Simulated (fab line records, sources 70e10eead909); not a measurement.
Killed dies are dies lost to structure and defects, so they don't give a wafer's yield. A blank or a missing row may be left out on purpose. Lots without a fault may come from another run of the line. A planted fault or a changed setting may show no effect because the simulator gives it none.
A struck lot beside a sound one | flow nand_harc | 27 steps out of a route of 1159
Sound: wafers L898.2, L898.3, L898.6. Struck: wafers L911.1, L911.5, L911.6. The cause comes at the end.
At each step with rows: each side's tool, then ch and its chambers, then its first start. Under that, the readings that differ: sound wafers | struck wafers | difference of the means | sigmas: that difference in standard deviations of wafers without a fault.
alike: readings whose means differ by less than 2 such deviations, and words and numbers that are the same on both sides. not compared: withheld readings, readings that some wafer has no value for, bounds like >300 that may hide the same value, and numbers for which the record gives no deviation and whose values overlap.
The two part at a step that has a row with sigmas, a row that says differs or no value, or rows on one side only. Numbers that don't overlap but have no deviation are shown without sigmas and don't part them. A reading that every wafer of one side lacks parts them only if that side has two wafers or more.

first, 5 steps without rows for these wafers: NHARC_P_GATE_PRECLEAN_71 (cleans in SC1); NHARC_P_GATE_SRD_72; NHARC_P_GATE_OXIDE_16 (material SiO2, target thk 3 nm, ox time 392 s); NHARC_P_GATE_CVD_17 (deposits poly-Si, target thk 150 nm, time 900 s); NHARC_P_GATE_HM_DEP_102 (deposits aC, target thk 120 nm).
NHARC_P_GATE_DEP_103: deposits SiON, target thk 30 nm.
  sound on pecvd-02 ch 0,1,2, day 6 13:03; struck on pecvd-02 ch 1,2, day 9 19:46
  alike: heater_power_w
then, 6 steps without rows for these wafers: NHARC_P_GATE_DEHYDRATE_18 (time 120 s); NHARC_P_GATE_HMDS_19 (time 30 s); NHARC_P_GATE_COAT_20 (resist thk 90 nm); NHARC_P_GATE_SOFTBAKE_21 (time 55 s); NHARC_P_GATE_EBR_22; NHARC_P_GATE_EXPOSE_23 (exposes mask P GATE, target cd 120 nm).
NHARC_P_GATE_PEB_24: peb time 65 s.
  sound on litho_track-06 ch 0, day 6 13:29; struck on litho_track-06 ch 0, day 9 20:15
  reading                  | sound                | struck            | difference | sigmas
  heater_power_total_W (W) | 156.4 156.4 156.0    | 124.9 125.2 124.2 | -31.5      | -75
  plate_temp_C (C)         | 100.02 100.03 100.15 | 85.16 85.07 85.17 | -14.93     | -99 or more
then, 1 step without rows for these wafers: NHARC_P_GATE_DEVELOP_25 (develop time 35 s).
NHARC_P_GATE_CD_MEAS_26: target cd 120 nm.
  sound on cd_sem-03 ch 0, day 6 13:35; struck on cd_sem-02 ch 0, day 9 20:19
  reading    | sound             | struck            | difference | sigmas
  cd_nm (nm) | 120.0 120.2 120.0 | 205.2 205.4 205.7 | +85.4      | +99 or more
NHARC_P_GATE_OVL_MEAS_27:
  sound on overlay-01, day 6 13:40; struck on overlay-02, day 9 20:25
  alike: overlay_x_nm, overlay_y_nm
NHARC_P_GATE_INSPECT_28:
  sound on defect_inspect-01, day 6 13:42; struck on defect_inspect-02, day 9 20:27
  alike: raw_defect_count
NHARC_P_GATE_DESCUM_31: chemistry O2, time 3 s.
  sound on rie_diel-06 ch 2,3, day 6 13:46; struck on rie_diel-11 ch 1,2, day 9 20:31
  reading                 | sound             | struck            | difference | sigmas
  oes_product_au (a.u.)   | 1.018 1.009 1.014 | 1.001 1.007 0.986 | -0.016     | -2
  model.P_GATE.cd_nm (nm) | 119.3 120.2 119.2 | 205.8 206 206.3   | +86.5      |
  alike: drypump_motor_current_A, rf_vpp_V, showerhead_plenum_p_Torr, throttle_valve_pct
  not compared: rf_hours_counter_h
NHARC_P_GATE_ETCH_104: etches the open film in CF4/CHF3, target depth 60 nm.
  sound on rie_diel-06 ch 2,3, day 6 13:51; struck on rie_diel-11 ch 0,1,2, day 9 20:37
  alike: drypump_motor_current_A, oes_product_au, rf_vpp_V, showerhead_plenum_p_Torr, throttle_valve_pct
NHARC_P_GATE_HM_OPEN_105: chemistry O2/COS, target depth 360 nm.
  sound on rie_diel-06 ch 1,2,3; struck on rie_diel-11 ch 0,2,3
  alike: drypump_motor_current_A, oes_product_au, rf_vpp_V, showerhead_plenum_p_Torr, throttle_valve_pct
  not compared: rf_hours_counter_h
then, 1 step without rows for these wafers: NHARC_P_GATE_STRIP_106 (strips in O2/COS).
NHARC_P_GATE_ETCH_114: etches the open film in CF4/O2, target depth 30 nm, overetch 3 nm, time 16.5 s.
  sound on rie_diel-06 ch 0,1,2; struck on rie_diel-11 ch 1,2,3
  alike: drypump_motor_current_A, oes_product_au, rf_vpp_V, showerhead_plenum_p_Torr, throttle_valve_pct
  not compared: rf_hours_counter_h
NHARC_P_GATE_ETCH_32: etches the open film in HBr/Cl2, target depth 150 nm, time 100.1 s.
  sound on rie_si-05 ch 0,1,3, day 6 14:20; struck on rie_si-04 ch 2,3, day 9 21:08
  reading                 | sound             | struck        | difference | sigmas
  model.P_GATE.cd_nm (nm) | 119.1 122.4 120.6 | 204.1 205 203 | +83.3      |
  alike: drypump_motor_current_A, oes_product_au, throttle_valve_pct
  not compared: rf_hours_counter_h
NHARC_P_GATE_STRIP_108: strips in O2.
  sound on rie_diel-11 ch 0,2, day 6 14:31; struck on rie_diel-11 ch 0,2,3, day 9 21:20
  alike: drypump_motor_current_A, oes_product_au, rf_vpp_V, showerhead_plenum_p_Torr, throttle_valve_pct
  not compared: rf_hours_counter_h
NHARC_P_GATE_CD_MEAS_33:
  sound on cd_sem-02, day 6 14:41; struck on cd_sem-03, day 9 21:27
  reading    | sound             | struck            | difference | sigmas
  cd_nm (nm) | 119.2 122.0 120.7 | 205.3 205.1 203.1 | +83.9      | +32
then, 1 step without rows for these wafers: NHARC_P_GATE_STRIP_35 (strips in SPM, time 600 s).
-- the record jumps here: 15 days lie between the struck wafers' starts before and after (it left off in module P_GATE and takes up again in module END, whose first step shown is number 1159 of the route) --
NHARC_END_SORT_01:
  sound on prober-01 ch 0, day 21 23:07; struck on prober-01 ch 0, day 24 09:48
  reading             | sound    | struck      | difference | sigmas
  killed_at_periphery | 2 2 1    | 659 662 659 | +658       | +99 or more
  killed_dies         | 32 38 32 | 677 677 677 | +643       | +58
  alike: killed_at_array, killed_at_other, killed_open, killed_short

WHERE THEY PART
First at NHARC_P_GATE_PEB_24; last, within this record, at NHARC_END_SORT_01.

WHY: what the simulator had put in
Process parameter drift: litho_track-06, from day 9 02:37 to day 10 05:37, at NHARC_P_GATE_PEB_24. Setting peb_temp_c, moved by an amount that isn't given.
